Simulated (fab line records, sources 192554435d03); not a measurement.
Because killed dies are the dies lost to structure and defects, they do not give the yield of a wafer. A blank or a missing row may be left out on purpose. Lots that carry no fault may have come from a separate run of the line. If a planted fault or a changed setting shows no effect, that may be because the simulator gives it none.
Which tool is to blame? + flow n5-finfet + 19 lots (57 wafers sampled), 1 step of a 1938-step route

== WHAT THE GAUGES SHOWED, per wafer ==
N5_MOL_CONTACT_COAG_INSPECT_10: inspects for defects (brightfield). Usual: raw-defect-count at 70, with a standard deviation of 28.
| lot  | measured     | on                | raw-defect-count | flag |
|------|--------------|-------------------|------------------|------|
| L074 | day 4 16:36  | defect-inspect-02 | 110 98 73        |      |
| L075 | day 4 23:59  | defect-inspect-01 | 103 143 100      |      |
| L076 | day 5 10:01  | defect-inspect-02 | 52 99 68         |      |
| L077 | day 5 14:07  | defect-inspect-02 | 112 180 141      |      |
| L078 | day 5 19:28  | defect-inspect-02 | 38 81 57         |      |
| L079 | day 6 06:40  | defect-inspect-01 | 69 102 54        |      |
| L081 | day 6 08:14  | defect-inspect-01 | 63 76 87         |      |
| L082 | day 6 18:22  | defect-inspect-01 | 61 66 52         |      |
| L084 | day 7 10:59  | defect-inspect-01 | 106 87 75        |      |
| L085 | day 7 11:02  | defect-inspect-01 | 53 45 41         |      |
| L086 | day 7 19:38  | defect-inspect-02 | 94 79 61         |      |
| L087 | day 8 02:32  | defect-inspect-01 | 54 53 52         |      |
| L088 | day 8 07:44  | defect-inspect-01 | 69 79 49         |      |
| L089 | day 8 09:12  | defect-inspect-01 | 44 47 49         |      |
| L090 | day 8 18:34  | defect-inspect-01 | 60 98 78         |      |
| L093 | day 9 09:58  | defect-inspect-02 | 44 61 58         |      |
| L094 | day 9 19:35  | defect-inspect-01 | 57 54 75         |      |
| L096 | day 10 06:11 | defect-inspect-02 | 60 77 33         |      |
| L097 | day 10 07:07 | defect-inspect-01 | 35 38 47         |      |

== WHICH TOOL RAN EACH LOT (tool, then ch and the chambers of the sampled wafers, then the start) ==
There is no process step in the record ahead of these readings.

== WHAT THE TOOLS THEMSELVES READ (means of the sampled wafers that have a number; where no wafer has one, the mark that the record gives instead) ==
The record holds no such reading with a usual standard deviation.

== THE ANSWER, worked out from the rows above alone ==
Rule: a lot counts as off when the mean over its wafers that have a number is more than 3 standard deviations away from the usual mean. Also off: a lot with no number at a reading for which 4 or more lots have one. The other lots that the step has rows for count as sound. The gauges are gone through in route order, then the tools' own readings, and for those a lot's mean is taken as printed above. At the first step where some lot is off, the reading lying furthest off is the one used; lots without a number count as furthest.
No lot is off at any reading shown: from this, nothing can be told.

== WHAT HAD BEEN PUT IN BY THE SIMULATOR ==
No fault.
